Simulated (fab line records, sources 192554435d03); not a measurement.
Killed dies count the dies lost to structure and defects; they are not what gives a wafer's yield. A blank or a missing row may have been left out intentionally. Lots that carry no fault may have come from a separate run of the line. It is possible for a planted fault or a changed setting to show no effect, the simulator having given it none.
A struck lot beside a sound one    flow n5_finfet    38 out of 1938 route steps
Sound: these wafers, L100.1, L100.4, L100.6. Struck: wafer L995.6; the same lot's L995.5 was not struck, so it is left out; see the end for the cause.
At each step with rows: each side's tool, then ch and its chambers, then its first start. Under that, the readings that differ: sound wafers    struck wafers    difference of the means    sigmas: that difference in standard deviations of wafers without a fault.
alike: readings whose means differ by less than 2 such deviations, and words and numbers that are the same on both sides. not compared: withheld readings, readings that some wafer has no value for, bounds like >300 that may hide the same value, and numbers for which the record gives no deviation and whose values overlap.
The two part at a step that has a row with sigmas, a row that says differs or no value, or rows on one side only. Numbers that don't overlap but have no deviation are shown without sigmas and don't part them. A reading that every wafer of one side lacks parts them only if that side has two wafers or more.

first, 9 steps without rows for these wafers: N5_BEOL_M4_ANNEAL_95 (time 240 s); N5_BEOL_M4_SPUTTER_96 (material Cu, target thk 4.5 nm, time 8.29 s); N5_BEOL_M4_ECD_50 (material Cu, target thk 300 nm); N5_BEOL_M4_ANNEAL_51 (time 90 s); N5_BEOL_M4_CMP_52 (polishes, stops on SiOC, t overpolish 6.8 s, target thk 40 nm); N5_BEOL_M4_PRE_CLEAN_60 (time 15 s); N5_BEOL_M4_CO_CAP_55 (material Co, precursor CCTBA/H2, target thk 2 nm, time 102.1 s); N5_BEOL_M4_PRE_CLEAN_56 (time 15 s); N5_BEOL_M4_DEP_57 (deposits SiCN from 3MS/NH3, target thk 8 nm, time 14 s).
N5_BEOL_M4_RC_MEAS_101:
  sound on prober-02 ch 0, day 13 14:20; struck on prober-02 ch 0, day 12 09:01
  alike: DIBL_N, DIBL_P, IOFF_N, IOFF_P, ION_N, ION_P, SS_N, SS_P, VT_N, VT_P
then, 16 steps without rows for these wafers: N5_BEOL_M5_ILD_DEP_00 (deposits SiCOH lowk from DEMS/porogen, target thk 140.64 nm, time 25.9 s); N5_BEOL_M5_CURE_79 (cures SiCOH lowk, time 240 s); N5_BEOL_M5_PECVD_70 (deposits SiO2 from TEOS/O2, target thk 16 nm, time 18 s); N5_BEOL_M5_HM_DEP_02 (deposits TiN, target thk 20 nm); N5_BEOL_M5_COAT_59 (time 60 s, resist thk 60 nm); N5_BEOL_M5_COAT_60 (time 60 s, resist thk 12 nm); N5_BEOL_M5_COAT_71 (time 60 s, resist thk 5 nm); N5_BEOL_M5_COAT_05 (resist thk 30 nm); N5_BEOL_M5_EBR_07; N5_BEOL_M5_SOFTBAKE_06 (time 60 s); N5_BEOL_M5_EXPOSE_08 (exposes mask M5, target cd 28 nm); N5_BEOL_M5_PEB_09 (peb time 60 s); N5_BEOL_M5_DEVELOP_10 (develop time 30 s); N5_BEOL_M5_DESCUM_16 (chemistry O2, time 7 s); N5_BEOL_M5_ETCH_72 (etches underlayer in N2/H2, target depth 6.5 nm, time 5.2 s); N5_BEOL_M5_ETCH_61 (etches SiARC in CF4, target depth 15.6 nm, time 26 s).
N5_BEOL_M5_ETCH_62: etches SOC in N2/H2, target depth 75 nm, overetch 15 nm, time 112.5 s.
  sound on rie_diel-03 ch 0,3, day 13 16:46; struck on rie_diel-06 ch 2, day 12 12:47
reading                                     sound              struck  difference  sigmas
model.etch.depth_nm (nm)                    60.29 60.17 60.17  46.85   -13.36      
model.SiARC_of_BEOL_M5_COAT_60.thk_nm (nm)  7.2 6.6 7.2        9.4     +2.4        
model.BEOL_M5.cd_nm (nm)                    28 27.8 28         27.2    -0.7        
  alike: drypump_motor_current_A, oes_product_au, rf_vpp_V, showerhead_plenum_p_Torr, throttle_valve_pct
  not compared: rf_hours_counter_h
then, 3 steps without rows for these wafers: N5_BEOL_M5_STRIP_63 (strips in N2/H2); N5_BEOL_M5_STRIP_73 (strips in N2/H2); N5_BEOL_M5_STRIP_64 (strips in CF4).
N5_BEOL_M5_HM_OPEN_17: chemistry Cl2/BCl3, target TiN, target depth 20 nm, overetch 6 nm.
  sound on rie_metal-03 ch 0,1, day 13 16:56; struck on rie_metal-03 ch 0, day 12 12:58
reading                 sound              struck  difference  sigmas
oes_product_au (a.u.)   0.60 0.74 0.74     0.27    -0.42       -5
throttle_valve_pct (%)  22.35 22.06 22.08  23.00   +0.84       +4
  alike: drypump_motor_current_A
  not compared: rf_hours_counter_h
then, 1 step without rows for these wafers: N5_BEOL_M5_STRIP_19 (strips in O2).
N5_BEOL_M5_CD_MEAS_18: pitch 56 nm, target cd 28 nm.
  sound on cd_sem-01 at day 13 17:07; struck on cd_sem-01 at day 12 13:05
  not compared: cd_nm
then, 2 steps without rows for these wafers: N5_BEOL_M5_COAT_65 (time 60 s, resist thk 60 nm); N5_BEOL_M5_COAT_66 (time 60 s, resist thk 12 nm).
N5_BEOL_M5_ETCH_41: etches SiCN in CH3F/O2, target depth 31.5 nm, time 56.7 s.
  sound: rie_diel-05 ch 0,2,3; struck: rie_diel-03 ch 1
reading                   sound         struck  difference  sigmas
model.BEOL_M5.cd_nm (nm)  28 27.8 27.8  26.8    -1.1        
  alike: drypump_motor_current_A, oes_product_au, rf_vpp_V, showerhead_plenum_p_Torr, throttle_valve_pct
  not compared: rf_hours_counter_h
N5_BEOL_M5_OCD_MEAS_38:
  sound on ocd-02 at day 13 18:59; struck on ocd-02 at day 12 18:02
  not compared: trench_depth_nm
-- a jump in the record: the struck wafers' starts before and after are 4 days apart (it breaks off in module BEOL_M5 and resumes in module PASSIVATION, where the first step shown is number 1936 of the route) --
N5_PASSIVATION_PROBE_49:
  rows exist in the record for the struck wafers here (prober-02, day 16 16:26), but not for the sound ones

## WHERE THEY PART
Earliest at N5_BEOL_M5_HM_OPEN_17; latest, in this record, at N5_PASSIVATION_PROBE_49.

WHY: the cause the simulator had injected
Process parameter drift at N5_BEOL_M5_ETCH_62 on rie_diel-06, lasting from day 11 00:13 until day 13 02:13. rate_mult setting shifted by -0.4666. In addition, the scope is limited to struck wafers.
